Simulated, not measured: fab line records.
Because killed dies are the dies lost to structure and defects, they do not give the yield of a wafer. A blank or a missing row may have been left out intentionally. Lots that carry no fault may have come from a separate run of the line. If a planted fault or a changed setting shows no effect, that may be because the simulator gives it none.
Comparing a struck lot with a sound one	flow nand harc	11 out of 1159 route steps
Sound: wafers L642.2, L642.3, L642.4. The struck wafers were L655.2, L655.3, L655.4. The cause is given at the end.
Order at every step that has rows: each side's tool, ch and its chambers, its first start. Under that, the readings that differ: sound wafers	struck wafers	difference of the means	sigmas: that difference in standard deviations of wafers without a fault.
alike: words and numbers the same on both sides, and readings whose means are apart by under 2 such deviations; not compared: readings that were withheld, readings missing a value for some wafer, numbers with overlapping values and no deviation given by the record, and bounds like >300 which may hide the same value.
The two part at a step that has a row with sigmas, a row that says differs or no value, or rows on one side only. Numbers that have no deviation but don't overlap get no sigmas and don't part them. Lack of a reading on every wafer of one side parts them only where that side has two or more wafers.

NHARC_P_START_INSPECT_01:
  sound on defect inspect-01, day 2 06:02; struck on defect inspect-01, day 5 12:02
  alike: raw defect count
then, 7 steps without rows for these wafers: NHARC_P_ZERO_WELL_PRECLEAN_00 (cleans in SPM, time 600 s); NHARC_P_ZERO_WELL_SRD_01; NHARC_P_ZERO_WELL_PECVD_02 (deposits SiO2, target thk 10 nm); NHARC_P_ZERO_WELL_DEHYDRATE_03 (time 120 s); NHARC_P_ZERO_WELL_HMDS_04 (time 30 s); NHARC_P_ZERO_WELL_COAT_64 (time 65 s); NHARC_P_ZERO_WELL_COAT_05 (resist thk 600 nm).
NHARC_P_ZERO_WELL_SOFTBAKE_06: time 70 s.
  sound on litho track-07 ch 0, day 2 06:00; struck on litho track-07 ch 0, day 5 12:00
reading	sound	struck	difference	sigmas
heater power total W (W)	200.8 200.3 202.7	228.5 229.3 228.4	+27.5	+21
  alike: resist line temp C
after that, 1 step had no rows for these wafers: NHARC_P_ZERO_WELL_EBR_07.
-- record jumps: 18 days between struck wafers' starts before vs after; left off in module P_ZERO_WELL, resumes in module END, first step shown is number 1159 of the route --
NHARC_END_SORT_01:
  sound on prober-02 ch 0, day 19 14:23; struck on prober-02 ch 0, day 23 22:04
  alike: killed at array, killed at other, killed at periphery, killed dies, killed open, killed short

== WHERE THEY PART ==
At NHARC_P_ZERO_WELL_SOFTBAKE_06 and nowhere else, as far as this record goes. Later steps at which nothing parts them and some readings are alike: NHARC_END_SORT_01.

WHY: the cause the simulator had injected
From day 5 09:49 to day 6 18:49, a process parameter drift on litho track-07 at NHARC_P_ZERO_WELL_SOFTBAKE_06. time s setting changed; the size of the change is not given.
